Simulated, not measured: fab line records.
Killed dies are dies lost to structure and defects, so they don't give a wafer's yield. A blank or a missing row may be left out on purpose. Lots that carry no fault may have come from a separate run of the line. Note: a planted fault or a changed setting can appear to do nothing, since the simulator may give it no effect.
Lot-split experiment + flow n5-finfet + 21 wafers read from 7 lots, route of 1938 steps

## THE SPLIT ITSELF
At N5_BEOL_M9_ETCH_66 (etches SOC in N2/H2, target depth 80 nm, overetch 16 nm, time 120 s), the setting time-s was moved away from the recipe's 120 s on 4 of the 21 wafers read, by -8.3% to +19.3%. This setting was run at the recipe's value on the other wafers.

The reading comes from the split's own step.

## THE READING
SiARC_of_BEOL_M9_COAT_64.thk-nm (the simulator's own value, which no gauge read), in nm, at N5_BEOL_M9_ETCH_66 (etches SOC in N2/H2, target depth 80 nm, overetch 16 nm, time 120 s). There is no usual value for it anywhere in the file. Across the 17 wafers here that went through the recipe, the average is 6.5 nm and the standard deviation 0.13 nm.

| wafer  | tool, chamber at the split | time-s as run, s | against the recipe | SiARC_of_BEOL_M9_COAT_64.thk-nm, nm | against lot-mates on the recipe |
|--------|----------------------------|------------------|--------------------|-------------------------------------|---------------------------------|
| L076.3 | rie-diel-01, 1,2           | 120              | recipe             | 6.4                                 | -                               |
| L076.4 | rie-diel-01, 1,2           | 120              | recipe             | 6.4                                 | -                               |
| L076.6 | rie-diel-01, 3             | 120              | recipe             | 6.2                                 | -                               |
| L077.1 | rie-diel-02, 1,0,3         | 120              | recipe             | 6.4                                 | -                               |
| L077.2 | rie-diel-02, 1,0,3         | 120              | recipe             | 6.4                                 | -                               |
| L077.6 | rie-diel-02, 1,0,3         | 120              | recipe             | 6.4                                 | -                               |
| L081.2 | rie-diel-03, 2             | 120              | recipe             | 6.4                                 | -                               |
| L081.3 | rie-diel-03, 0             | 120              | recipe             | 6.6                                 | -                               |
| L081.6 | rie-diel-03, 0             | 120              | recipe             | 6.6                                 | -                               |
| L080.1 | rie-diel-01, 2             | 120              | recipe             | 6.2                                 | -                               |
| L080.4 | rie-diel-01, 1             | 120              | recipe             | 6.6                                 | -                               |
| L080.5 | rie-diel-01, 1             | 120              | recipe             | 6.6                                 | -                               |
| L079.2 | rie-diel-03, 0             | 120              | recipe             | 6.6                                 | -                               |
| L079.4 | rie-diel-03, 2             | 120              | recipe             | 6.4                                 | -                               |
| L079.6 | rie-diel-03, 0             | 110.1            | -8.3%              | 7                                   | +0.5                            |
| L084.2 | rie-diel-03, 0             | 111.3            | -7.3%              | 7                                   | +0.4                            |
| L084.4 | rie-diel-03, 2             | 111.3            | -7.3%              | 6.8                                 | +0.2                            |
| L084.6 | rie-diel-03, 0             | 120              | recipe             | 6.6                                 | -                               |
| L085.1 | rie-diel-02, 1             | 143.2            | +19.3%             | 5.6                                 | -0.9                            |
| L085.3 | rie-diel-02, 3             | 120              | recipe             | 6.4                                 | -                               |
| L085.6 | rie-diel-02, 1             | 120              | recipe             | 6.6                                 | -                               |
Where a row lists several chambers, the file gives one row for several wafers and doesn't say which wafer went through which chamber.

THE FIT
A straight line over all 21 wafers: SiARC_of_BEOL_M9_COAT_64.thk-nm changes by -0.0501 nm for each +1% of time-s; r = -0.89; the points scatter about the line by 0.14 nm.
The same after taking each lot's own level away (the mean of its wafers on the recipe; 21 wafers): -0.0473 nm for each +1%; r = -0.92; scatter 0.11 nm.
On that fit, the largest move of time-s shifts the reading by 0.91 nm.
From 6.33 to 6.60 nm: that is the span of the lots' own levels, equal to 2.0 times the standard deviation above.
Hence the lot-to-lot level has little effect on the slope; both slopes agree.
Check: -0.949 nm against its lot-mates is what the line predicts for one of the wafers moved furthest among these (+19.3%) when that wafer is left out of the fit. Against them it came out at -0.9 nm.

## THE FILE'S OWN FIT
SiARC_of_BEOL_M9_COAT_64.thk-nm changes by -0.0479 nm for each +1% of time-s, r = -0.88.
